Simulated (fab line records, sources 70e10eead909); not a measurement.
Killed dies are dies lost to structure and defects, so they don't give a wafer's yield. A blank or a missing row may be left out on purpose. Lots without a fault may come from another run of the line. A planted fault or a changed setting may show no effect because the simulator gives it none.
fab line records | flow nand_harc
record lots=6 wafers=18 last_day=23
route steps=1159 shown P_CONTACT@235 END@1159
lots that met no fault: from a run of the same line without faults
start_h: hours from the record's first day to the start of the lot's first wafer shown | wait_h: hours since the lot's step before | " the same as in the row above | L1.1+2: a row that stands for several wafers | - no value, or no start given | * or withheld: withheld | < > ~ a bound
route shown NAME@n: a module of which the file shows steps, and the number in the route of the first | usual: mean/standard deviation of fault-free wafers | same: alike in all rows | chamber/n: place in a boat | sites: the reading at each site | _std_site: their standard deviation | _edge_site: outer sites' mean less inner sites' | radius_mm: how far each site lies from the wafer's centre | mask NAME#n: copy n | behind: the tool/chamber that last shaped the wafer | hold: why the lot was held/for how many hours/how that ended | device: the transistor (n, p or np) that didn't switch | end of line: the same wafers' tests at the end of the route | a step without rows: its recipe alone | killed: dies lost to structure and defects at the first sort, not the wafer's yield | map: a wafer's dies, x killed, . not, _ none there
set.NAME: the setting as run; set.NAME@STEP: as run at that earlier step | model.NAME: the simulator's own value behind a step, which no gauge read
lots at some steps of the route; a table a step, a row a wafer
services: from which hour (start_h, from the record's first day; less than 0 if before it) a tool's chamber was out of use, for how many hours, and why
## steps
# step NHARC_P_CONTACT_DESCUM_17
# recipe time_s=3 o2_flow_sccm=200 ar_flow_sccm=0 bias_power_w=0 chemistry=O2
# usual chamber_pressure_mTorr=60.00/0.049 drypump_motor_current_A=5.7/0.48 oes_product_au=0.996/0.0064 rf_vpp_V=57.8/0.88 showerhead_plenum_p_Torr=1.92/0.084 throttle_valve_pct=11.309/0.0093
# columns lot.wafer tool chamber start_h wait_h chamber_pressure_mTorr drypump_motor_current_A oes_product_au rf_hours_counter_h rf_vpp_V showerhead_plenum_p_Torr throttle_valve_pct
L593.3 rie_diel-06 3 106.65 0.1 60.05 4.8 0.993 8 58.8 2.07 11.313
L593.2 " 1 " " 60.03 5.2 1.008 10 58.0 1.95 11.291
L593.5 " 3 " " 60.00 4.8 1.001 - 58.6 2.07 11.309
L594.4 rie_diel-05 3 108.42 0.1 59.90 5.7 1.000 10 57.5 1.78 11.319
L594.3 " 0 " " 60.02 5.3 0.980 10 56.8 1.92 11.303
L594.6 " 3 " " 59.99 5.7 0.997 - 57.2 1.78 11.297
L603.4 rie_diel-12 1 166.08 0.1 59.99 5.4 1.003 10 58.8 1.99 11.290
L603.2 " 3 " " 60.01 5.7 0.991 14 58.6 1.98 11.306
L603.1 " 0 " " 60.05 6.7 1.002 14 57.4 1.85 11.299
L604.2 rie_diel-05 1 189.65 0.1 59.97 5.4 0.987 1 58.0 1.84 11.312
L604.4 " 2 " " 60.04 6.3 0.988 1 58.3 2.02 11.298
L604.6 " 2 " " 60.02 6.2 0.997 - 57.6 2.02 11.317
L607.2 rie_diel-06 3 196.15 0.1 59.95 4.7 0.995 43 57.2 2.06 11.321
L607.5 " 1 " " 60.06 5.2 1.011 - 57.5 1.94 11.313
L607.6 " 2 " " 59.99 5.3 0.997 - 58.9 2.06 11.300
L609.2 rie_diel-05 2 206.43 0.1 59.96 6.3 0.990 3 58.4 2.02 11.302
L609.6 " 2 " " 60.02 6.2 0.989 - 57.9 2.02 11.306
L609.5 " 0 " " 59.99 5.3 0.975 - 57.6 1.92 11.322
# step NHARC_P_CONTACT_ETCH_35
# recipe target_depth_a=390 over_etch_frac=0.3 time_s=65 ion_energy_ev=80 cf4_flow_sccm=150 ar_flow_sccm=0 rf_w=300 bias_w=100 chemistry=CF4
# usual chamber_pressure_mTorr=50.00/0.045 drypump_motor_current_A=5.8/0.52 oes_product_au=0.996/0.0069 rf_vpp_V=151.2/1.4 showerhead_plenum_p_Torr=1.77/0.073 throttle_valve_pct=13.284/0.0086
# columns lot.wafer tool chamber start_h wait_h chamber_pressure_mTorr drypump_motor_current_A oes_product_au rf_hours_counter_h rf_vpp_V showerhead_plenum_p_Torr throttle_valve_pct
L593.2 rie_diel-06 0 106.74 0.1 50.05 5.0 1.002 9 152.3 1.88 13.285
L593.3 " 1 " " 49.96 5.2 1.008 10 151.7 1.80 13.275
L593.5 " 0 " " 50.00 5.0 0.998 - 153.2 1.88 13.289
L594.4 rie_diel-05 0 108.51 0.1 49.94 5.3 0.994 10 151.2 1.78 13.284
L594.3 " 1 " " 50.01 5.4 1.002 9 149.3 1.71 13.288
L594.6 " 3 " " 49.98 5.6 0.991 - 149.1 1.66 13.281
L603.2 rie_diel-12 3 166.17 0.1 49.97 5.7 0.995 14 151.4 1.83 13.268
L603.4 " 0 " " 49.99 6.7 1.004 14 150.5 1.72 13.266
L603.1 " 1 " " 50.08 5.4 1.009 10 151.1 1.83 13.292
L604.4 rie_diel-05 3 189.74 0.1 50.01 5.6 0.993 2 149.1 1.65 13.292
L604.2 " 0 " " 50.03 5.3 0.999 2 151.7 1.78 13.277
L604.6 " 3 " " 49.98 5.7 0.998 - 150.4 1.65 13.287
L607.2 rie_diel-06 0 196.26 0.1 50.04 5.0 1.005 45 153.5 1.87 13.276
L607.5 " 3 " " 49.94 4.7 0.986 - 152.0 1.90 13.279
L607.6 " 0 " " 50.06 5.0 0.999 - 154.7 1.87 13.281
L609.2 rie_diel-05 0 206.53 0.1 49.98 5.3 0.995 4 151.5 1.78 13.293
L609.6 " 0 " " 49.99 5.3 0.985 - 151.2 1.78 13.295
L609.5 " 3 " " 49.99 5.6 1.000 - 149.3 1.65 13.287
# step NHARC_P_CONTACT_ETCH_36
# recipe target_depth_a=2600 over_etch_frac=0.25 time_s=406.25 ion_energy_ev=200 n2_flow_sccm=150 h2_flow_sccm=150 ar_flow_sccm=0 rf_w=400 bias_w=150 chemistry=N2/H2
# usual chamber_pressure_mTorr=30.000/0.027 drypump_motor_current_A=5.8/0.48 oes_product_au=0.997/0.0072 rf_vpp_V=430.6/2.6 showerhead_plenum_p_Torr=2.04/0.094 throttle_valve_pct=14.170/0.0079
# columns lot.wafer tool chamber start_h wait_h chamber_pressure_mTorr drypump_motor_current_A oes_product_au rf_hours_counter_h rf_vpp_V showerhead_plenum_p_Torr throttle_valve_pct
L593.3 rie_diel-06 2 - - 29.975 5.3 1.003 8 435.9 2.22 14.166
L593.2 " 3 " " 30.052 4.8 0.999 8 433.2 2.22 14.165
L593.5 " 2 " " 30.003 5.3 1.012 - 435.8 2.22 14.173
L594.3 rie_diel-05 3 - - 29.968 5.6 0.996 10 426.8 1.90 14.172
L594.4 " 0 " " 30.003 5.3 0.998 10 428.6 2.05 14.177
L594.6 " 3 " " 30.050 5.7 0.984 - 427.7 1.90 14.178
L603.1 rie_diel-12 3 - - 29.976 5.7 1.002 14 431.6 2.12 14.163
L603.4 " 1 " " 30.004 5.4 0.996 10 431.9 2.12 14.183
L603.2 " 2 " " 29.970 5.8 1.002 14 429.6 1.96 14.167
L604.2 rie_diel-05 1 - - 29.957 5.4 0.999 2 428.1 1.96 14.178
L604.4 " 2 " " 29.988 6.3 0.998 1 432.9 2.16 14.174
L604.6 " 0 " " 29.988 5.3 0.994 - 430.9 2.05 14.167
L607.2 rie_diel-06 2 - - 30.033 5.3 1.006 43 434.8 2.20 14.165
L607.5 " 2 " " 29.946 5.3 1.001 - 433.9 2.20 14.169
L607.6 " 3 " " 29.995 4.7 0.997 - 433.2 2.20 14.162
L609.2 rie_diel-05 3 - - 29.986 5.6 0.993 4 426.4 1.89 14.174
L609.6 " 2 " " 30.024 6.2 0.987 - 433.5 2.16 14.168
L609.5 " 0 " " 30.037 5.3 0.983 - 430.6 2.05 14.175
# step NHARC_P_CONTACT_ETCH_18
# recipe target_depth_a=4810 time_s=240.5 c4f8_flow_sccm=20 o2_flow_sccm=10 ar_flow_sccm=withheld rf_w=600 bias_w=1500 chemistry=C4F8/O2/Ar
# step NHARC_P_CONTACT_STRIP_37
# recipe c4f8_flow_sccm=withheld o2_flow_sccm=8 ar_flow_sccm=withheld bias_w=0 chemistry=C4F8/O2/Ar
# step NHARC_P_CONTACT_ETCH_31
# recipe target_depth_a=300 time_s=85.7 ion_energy_ev=120 over_etch_frac=1 ch3f_flow_sccm=50 o2_flow_sccm=30 ar_flow_sccm=200 rf_w=500 bias_w=100 chemistry=CH3F/O2
# usual ch3f_flow_sccm=49.99/0.16 chamber_pressure_mTorr=24.997/0.024 drypump_motor_current_A=5.8/0.48 oes_product_au=0.980/0.011 rf_vpp_V=244.5/1.5 showerhead_plenum_p_Torr=2.46/0.1 throttle_valve_pct=20.663/0.0091
# columns lot.wafer tool chamber start_h wait_h ch3f_flow_sccm chamber_pressure_mTorr drypump_motor_current_A oes_product_au rf_hours_counter_h rf_vpp_V showerhead_plenum_p_Torr throttle_valve_pct
L594.3 rie_diel-05 0 - - 49.94 24.971 5.3 0.978 10 245.1 2.47 20.681
L594.4 " 1 " " 50.04 25.031 5.4 0.994 10 242.5 2.37 20.668
L594.6 " 0 " " 50.03 25.043 5.3 0.978 - 242.5 2.47 20.677
L593.3 rie_diel-06 0 - - 49.94 24.997 5.0 1.005 14 245.7 2.61 20.661
L593.2 " 1 " " 49.91 24.973 5.2 0.995 14 246.4 2.50 20.668
L593.5 " 0 " " 50.33 24.984 5.0 0.996 - 245.8 2.61 20.657
L603.1 rie_diel-12 2 - - 49.83 25.006 5.7 0.990 14 243.1 2.37 20.667
L603.4 " 3 " " 50.23 24.974 5.7 0.982 14 244.6 2.54 20.664
L603.2 " 1 " " 49.94 25.001 5.5 0.984 10 247.2 2.55 20.656
L604.4 rie_diel-05 2 - - 49.81 24.997 6.3 0.976 1 246.5 2.60 20.660
L604.2 " 0 " " 49.76 25.012 5.3 0.995 2 244.5 2.47 20.651
L604.6 " 1 " " 49.89 24.969 5.4 0.977 - 243.3 2.37 20.652
L607.2 rie_diel-06 3 - - 49.97 24.981 4.7 0.974 44 246.9 2.64 20.663
L607.5 " 1 " " 49.98 25.006 5.3 0.982 - 244.1 2.49 20.654
L607.6 " 2 " " 49.89 24.963 5.3 0.981 - 247.7 2.64 20.651
L609.2 rie_diel-05 0 - - 50.05 25.027 5.3 0.993 4 243.6 2.47 20.667
L609.5 " 2 " " 50.15 24.998 6.3 0.987 - 246.6 2.59 20.657
L609.6 " 3 " " 49.93 24.995 5.6 0.986 - 242.8 2.29 20.667
# step NHARC_P_CONTACT_CD_MEAS_19
# usual cd_nm=89.7/0.9
# columns lot.wafer tool chamber start_h wait_h cd_nm
L594.3 cd_sem-03 - 109.30 - 88.2
L594.4 " - " " 88.7
L594.6 " - " " 89.3
L593.2 cd_sem-01 - 111.77 - 89.3
L593.3 " - " " 89.1
L593.5 " - " " 89.7
L603.1 cd_sem-01 - 166.96 - 90.9
L603.2 " - " " 90.8
L603.4 " - " " 90.1
L604.2 cd_sem-03 - 190.59 - 90.4
L604.4 " - " " 89.8
L604.6 " - " " 89.8
L607.2 cd_sem-01 - 198.06 - 90.6
L607.5 " - " " 90.9
L607.6 " - " " 89.1
L609.2 cd_sem-02 - 207.48 - 89.6
L609.5 " - " " 90.1
L609.6 " - " " 89.5
# step NHARC_P_CONTACT_STRIP_28
# recipe o2_flow_sccm=500 ar_flow_sccm=0 bias_w=0 chemistry=O2
# step NHARC_P_CONTACT_STRIP_29
# recipe time_s=1200 temp_c=72.5 chemistry=post_etch_residue_remover
# step NHARC_P_CONTACT_DEGAS_38
# recipe temp_c=300 time_s=60
# usual heater_power_w=457/52
# columns lot.wafer tool chamber start_h wait_h heater_power_w
L594.3 pvd_sputter-01 - 110.01 - 445
L594.4 " - " " 511
L594.6 " - " " 440
L593.2 pvd_sputter-01 - 112.50 - 421
L593.3 " - " " 510
L593.5 " - " " 404
L603.1 pvd_sputter-03 - 167.67 - 447
L603.2 " - " " 472
L603.4 " - " " 377
L604.4 pvd_sputter-02 - 191.34 - 430
L604.2 " - " " 527
L604.6 " - " " 491
L607.2 pvd_sputter-03 - 198.82 - 385
L607.5 " - " " 385
L607.6 " - " " 445
L609.2 pvd_sputter-03 - 208.25 - 479
L609.5 " - " " 459
L609.6 " - " " 479
# step NHARC_P_CONTACT_PRE_CLEAN_39
# recipe time_s=19.5 bias_v=250 gas=Ar
# step NHARC_P_CONTACT_PVD_32
# recipe target_thk_a=50 chamber_pressure_pa=5 power_w=5000 substrate_temp_c=200 time_s=17.7 material=Ti
# step NHARC_P_CONTACT_ALD_22
# recipe target_thk_a=30 pulse_time_s=1 ald_cycles=150 temp_c=450 material=TiN
# usual ald_cycles=150/0 heater_power_w=1035/91 precursor_pulse_height_rel=1.000/0.019
# columns lot.wafer tool chamber start_h wait_h ald_cycles heater_power_w precursor_pulse_height_rel
L594.4 ald_metal-03 2 110.25 - 150 979 0.985
L594.3 " 3 " " 150 909 1.008
L594.6 " 3 " " 150 913 1.012
L593.3 ald_metal-01 2 112.74 - 150 1098 1.036
L593.2 " 0 " " 150 945 1.015
L593.5 " 3 " " 150 948 1.050
L603.1 ald_metal-03 3 167.93 - 76 989 1.009
L603.2 " 0 " " 76 1176 1.005
L603.4 " 1 " " 150 977 0.989
L604.2 ald_metal-03 2 191.62 - 76 1004 0.997
L604.4 " 3 " " 150 1015 0.997
L604.6 " 1 " " 150 1008 1.017
L607.2 ald_metal-04 3 199.33 - 150 936 0.995
L607.5 " 0 " " 150 1162 0.977
L607.6 " 1 " " 150 948 1.037
L609.2 ald_metal-01 2 208.48 - 150 1092 1.023
L609.5 " 2 " " 150 1096 0.983
L609.6 " 3 " " 150 948 0.984
# step NHARC_P_CONTACT_CVD_23
# recipe target_thk_a=2000 temp_c=300 pressure_torr=40 wf6_flow_sccm=40 h2_flow_sccm=1600 ar_flow_sccm=1560 time_s=557 material=W
# step NHARC_END_SORT_01
# recipe temp_c=25
# usual killed_at_array=26/9.6 killed_at_other=0.7/0.92 killed_at_periphery=3.8/2.7 killed_dies=31/10 killed_open=3.3/1.7 killed_short=1.8/1.3
# same gross_dies=677
# columns lot.wafer tool chamber start_h wait_h killed_at_array killed_at_other killed_at_periphery killed_dies killed_open killed_short
L603.1 prober-02 0 486.10 2.5 33 1 643 677 4 2
L603.2 prober-02 0 486.91 2.8 37 3 637 677 4 3
L604.2 prober-01 0 522.84 2.8 37 0 640 677 2 0
# killed by level:class
L603.1 P_CONTACT:area_ald=641 A_CHANNEL_HOLE_D1:chamber_film_flake=13 A_SLIT:chamber_film_flake=11 A_ZERO_WELL:chamber_film_flake=2 A_WL_FILL:chamber_film_flake=2 P_GATE:geometric_particle:short=1 A_CHANNEL_HOLE_D1:geometric_particle:open=1 A_CHANNEL_FILL_D1:geometric_particle:open=1
L603.2 P_CONTACT:area_ald=635 A_CHANNEL_HOLE_D1:chamber_film_flake=19 A_SLIT:chamber_film_flake=9 A_WL_FILL:geometric_particle:short=3 A_STAIRCASE:chamber_film_flake=2 THIN_TSV:chamber_film_flake=2 P_GATE:geometric_particle:open=1 A_CHANNEL_FILL_D1:geometric_particle:open=1
L604.2 P_CONTACT:area_ald=636 A_CHANNEL_HOLE_D1:chamber_film_flake=14 A_SLIT:chamber_film_flake=11 A_SGD_CUT:chamber_film_flake=5 A_CONTACT:chamber_film_flake=3 A_WL_FILL:chamber_film_flake=1 P_CONTACT:geometric_particle:open=1 A_CONTACT:geometric_particle:open=1
# map L603.1 (x killed, . not)
____________x____________
_________xxxxxxx_________
_______xxxxxxxxxxx_______
______xxxxxxxxxxxxx______
_____xxxxxxxxxxxxxxx_____
____xxxxxxxxxxxxxxxxx____
____xxxxxxxxxxxxxxxxx____
___xxxxxxxxxxxxxxxxxxx___
___xxxxxxxxxxxxxxxxxxx___
__xxxxxxxxxxxxxxxxxxxxx__
__xxxxxxxxxxxxxxxxxxxxx__
_xxxxxxxxxxxxxxxxxxxxxxx_
_xxxxxxxxxxxxxxxxxxxxxxx_
_xxxxxxxxxxxxxxxxxxxxxxx_
_xxxxxxxxxxxxxxxxxxxxxxx_
_xxxxxxxxxxxxxxxxxxxxxxx_
xxxxxxxxxxxxxxxxxxxxxxxxx
xxxxxxxxxxxxxxxxxxxxxxxxx
xxxxxxxxxxxxxxxxxxxxxxxxx
xxxxxxxxxxxxxxxxxxxxxxxxx
xxxxxxxxxxxxxxxxxxxxxxxxx
_xxxxxxxxxxxxxxxxxxxxxxx_
_xxxxxxxxxxxxxxxxxxxxxxx_
_xxxxxxxxxxxxxxxxxxxxxxx_
_xxxxxxxxxxxxxxxxxxxxxxx_
_xxxxxxxxxxxxxxxxxxxxxxx_
__xxxxxxxxxxxxxxxxxxxxx__
__xxxxxxxxxxxxxxxxxxxxx__
___xxxxxxxxxxxxxxxxxxx___
___xxxxxxxxxxxxxxxxxxx___
____xxxxxxxxxxxxxxxxx____
____xxxxxxxxxxxxxxxxx____
_____xxxxxxxxxxxxxxx_____
______xxxxxxxxxxxxx______
_______xxxxxxxxxxx_______
_________xxxxxxx_________
____________x____________
# map L604.2 (x killed, . not)
____________x____________
_________xxxxxxx_________
_______xxxxxxxxxxx_______
______xxxxxxxxxxxxx______
_____xxxxxxxxxxxxxxx_____
____xxxxxxxxxxxxxxxxx____
____xxxxxxxxxxxxxxxxx____
___xxxxxxxxxxxxxxxxxxx___
___xxxxxxxxxxxxxxxxxxx___
__xxxxxxxxxxxxxxxxxxxxx__
__xxxxxxxxxxxxxxxxxxxxx__
_xxxxxxxxxxxxxxxxxxxxxxx_
_xxxxxxxxxxxxxxxxxxxxxxx_
_xxxxxxxxxxxxxxxxxxxxxxx_
_xxxxxxxxxxxxxxxxxxxxxxx_
_xxxxxxxxxxxxxxxxxxxxxxx_
xxxxxxxxxxxxxxxxxxxxxxxxx
xxxxxxxxxxxxxxxxxxxxxxxxx
xxxxxxxxxxxxxxxxxxxxxxxxx
xxxxxxxxxxxxxxxxxxxxxxxxx
xxxxxxxxxxxxxxxxxxxxxxxxx
_xxxxxxxxxxxxxxxxxxxxxxx_
_xxxxxxxxxxxxxxxxxxxxxxx_
_xxxxxxxxxxxxxxxxxxxxxxx_
_xxxxxxxxxxxxxxxxxxxxxxx_
_xxxxxxxxxxxxxxxxxxxxxxx_
__xxxxxxxxxxxxxxxxxxxxx__
__xxxxxxxxxxxxxxxxxxxxx__
___xxxxxxxxxxxxxxxxxxx___
___xxxxxxxxxxxxxxxxxxx___
____xxxxxxxxxxxxxxxxx____
____xxxxxxxxxxxxxxxxx____
_____xxxxxxxxxxxxxxx_____
______xxxxxxxxxxxxx______
_______xxxxxxxxxxx_______
_________xxxxxxx_________
____________x____________
## services
# columns tool chamber start_h hours kind
pvd_sputter-03 - 91.91 2.4 repair
rie_diel-05 0 93.63 - clean
rie_diel-05 1 93.63 - clean
rie_diel-05 2 93.63 - clean
rie_diel-05 3 93.63 - clean
pvd_sputter-03 - 96.33 1.0 repair
ald_metal-03 - 100.98 0.5 repair
ald_metal-01 - 102.00 10.0 pm
pvd_sputter-03 - 102.00 10.0 pm
rie_diel-05 0 137.20 12.3 repair
ald_metal-03 3 141.61 2.1 repair
ald_metal-03 - 144.18 10.0 pm
rie_diel-05 3 148.56 6.0 repair
ald_metal-04 2 148.59 12.4 repair
pvd_sputter-01 - 158.00 10.0 pm
rie_diel-05 - 163.60 9.0 pm
rie_diel-06 - 165.24 0.6 repair
pvd_sputter-01 - 179.54 2.9 repair
rie_diel-05 2 182.64 6.3 repair
rie_diel-12 - 186.53 0.4 repair
pvd_sputter-02 - 195.66 9.3 repair
rie_diel-05 1 199.10 10.0 repair
rie_diel-06 - 199.66 3.1 repair
rie_diel-12 - 202.45 9.0 pm
## key
first_sign step=NHARC_P_CONTACT_ALD_22 reading=ald_cycles direction=down sigmas=99+ usual=150 struck=76
effect step=NHARC_END_SORT_01 reading=killed_at_periphery direction=up sigmas=99+ usual=3.8 struck=640
more_kills_born_at NHARC_P_CONTACT_ALD_22@ald_metal-03=1912
met_at NHARC_P_CONTACT_ALD_22
struck_wafers L603.1,L603.2,L604.2
later_rows_left_out L603.1,L603.2,L604.2
tester_left_out L603,L604
onset_between 110.25 167.93
fault kind=process_parameter_drift tool=ald_metal-03 chamber=- onset_h=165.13 steps=NHARC_P_CONTACT_ALD_22 channel=ald_cycles offset=-74 shape=step end_h=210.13 scope=struck_wafers_only acts_in=these_recipes_only stated=150
# tester_left_out: of these lots the tester's yield and bins aren't shown, on N5 and GAA mostly nor the transistor test; their killed dies are dies lost to structure and defects alone, not to doping, threshold or leakage, so they don't give the yield
# later_rows_left_out: the simulator's readings of these wafers behind a module that went badly wrong aren't trusted and aren't shown, but for the sort
